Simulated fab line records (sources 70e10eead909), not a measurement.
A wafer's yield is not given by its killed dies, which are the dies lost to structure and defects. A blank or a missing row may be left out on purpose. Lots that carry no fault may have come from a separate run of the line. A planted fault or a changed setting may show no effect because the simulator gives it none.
Matching of chambers ; flow nandHarc ; 4 sister chambers for NHARC_A_CONTACT_ETCH_106 on rieDiel-04
The step etches the open film in CF4/O2, target depth 90 nm, overetch 9 nm, time 49.5 s. 8 wafers are shown with their chamber, then 7 later ones without.

## WAFERS WITH THEIR CHAMBER
wafer;chamber;showerheadPlenumPTorr (Torr);drypumpMotorCurrentA (A)
L083.2;1;1.29;5.6
L083.5;3;1.43;6.6
L083.6;2;1.34;5.2
L087.2;2;1.34;5.2
L087.3;3;1.42;6.6
L087.5;0;1.29;5.5
L088.1;0;1.29;5.4
L088.2;1;1.29;5.6

## WAFERS WITH NO CHAMBER GIVEN
wafer;showerheadPlenumPTorr (Torr);drypumpMotorCurrentA (A)
L088.4;1.34;5.2
L091.1;1.42;6.6
L091.4;1.34;5.2
L091.5;1.28;5.6
L096.2;1.42;6.6
L096.3;1.29;5.4
L096.5;1.29;5.5

## WHICH CHAMBER EACH ONE RAN IN
wafer;from the rows above;in truth
L088.4;2;2
L091.1;3;3
L091.4;2;2
L091.5;1;1
L096.2;3;3
L096.3;0;0
L096.5;can't be placed: 0 or 1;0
Correctly placed: 6 of 7. Cannot be placed on the basis of these rows: 1; the candidates contain the true chamber in 1. 0 placed wrongly.
How it was worked out, from the rows above alone: a wafer's distance from a chamber is the root of the sum, over the readings, of the square of ((its reading less the chamber's mean) divided by the reading's scatter). If the next closest chamber is less than 2 further off than the closest, the wafer can't be placed; otherwise it belongs to the closest. For every chamber, the mean is computed from those of its wafers that are shown. The scatter is the square root of a quotient: the sum, over the shown wafers, of each reading's squared deviation from its chamber's mean, divided by wafers minus chambers.
